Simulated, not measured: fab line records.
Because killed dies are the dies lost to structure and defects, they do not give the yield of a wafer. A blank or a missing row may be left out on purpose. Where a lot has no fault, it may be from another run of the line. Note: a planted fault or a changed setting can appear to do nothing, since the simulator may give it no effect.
Chamber matching || flow n5Finfet || N5_BEOL_M1_DESCUM_16 on rieDiel-05 has 4 sister chambers
The step chemistry O2, time 7 s. 4 wafers are shown with their chamber, then 9 later ones without.

== WAFERS, EACH WITH ITS CHAMBER ==
{"wafer": "L082.2", "chamber": 3, "showerheadPlenumPTorr (Torr)": 1.97}
{"wafer": "L083.1", "chamber": 2, "showerheadPlenumPTorr (Torr)": 2.05}
{"wafer": "L083.4", "chamber": 1, "showerheadPlenumPTorr (Torr)": 1.99}
{"wafer": "L083.5", "chamber": 0, "showerheadPlenumPTorr (Torr)": 2.20}

== WAFERS WITHOUT THEIR CHAMBER ==
{"wafer": "L088.1", "showerheadPlenumPTorr (Torr)": 1.99}
{"wafer": "L088.2", "showerheadPlenumPTorr (Torr)": 2.20}
{"wafer": "L088.5", "showerheadPlenumPTorr (Torr)": 2.20}
{"wafer": "L089.1", "showerheadPlenumPTorr (Torr)": 1.99}
{"wafer": "L089.4", "showerheadPlenumPTorr (Torr)": 2.20}
{"wafer": "L089.5", "showerheadPlenumPTorr (Torr)": 2.20}
{"wafer": "L093.3", "showerheadPlenumPTorr (Torr)": 2.19}
{"wafer": "L093.5", "showerheadPlenumPTorr (Torr)": 2.23}
{"wafer": "L093.6", "showerheadPlenumPTorr (Torr)": 2.19}

== THE CHAMBER EACH PASSED THROUGH ==
{"wafer": "L088.1", "from the rows above": "can't be placed: 1 or 3", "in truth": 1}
{"wafer": "L088.2", "from the rows above": 0, "in truth": 0}
{"wafer": "L088.5", "from the rows above": 0, "in truth": 0}
{"wafer": "L089.1", "from the rows above": "can't be placed: 1 or 3", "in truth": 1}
{"wafer": "L089.4", "from the rows above": 0, "in truth": 0}
{"wafer": "L089.5", "from the rows above": 0, "in truth": 0}
{"wafer": "L093.3", "from the rows above": 0, "in truth": 0}
{"wafer": "L093.5", "from the rows above": 0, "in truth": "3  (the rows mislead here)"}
{"wafer": "L093.6", "from the rows above": 0, "in truth": 0}
6 of 9 placed correctly. These rows do not allow placing 2 (true chamber among the candidates in 2). 1 placed wrongly.
How it was worked out, from the rows above alone: a wafer's distance from a chamber is the root of the sum, over the readings, of the square of ((its reading less the chamber's mean) divided by the reading's scatter). If the next closest chamber is less than 2 further off than the closest, the wafer can't be placed; otherwise it belongs to the closest. A chamber's mean is the mean of its shown wafers. The scatter (one wafer shown for each chamber): square how far every hidden wafer sits from the nearest shown wafer, average those squares and take the square root.
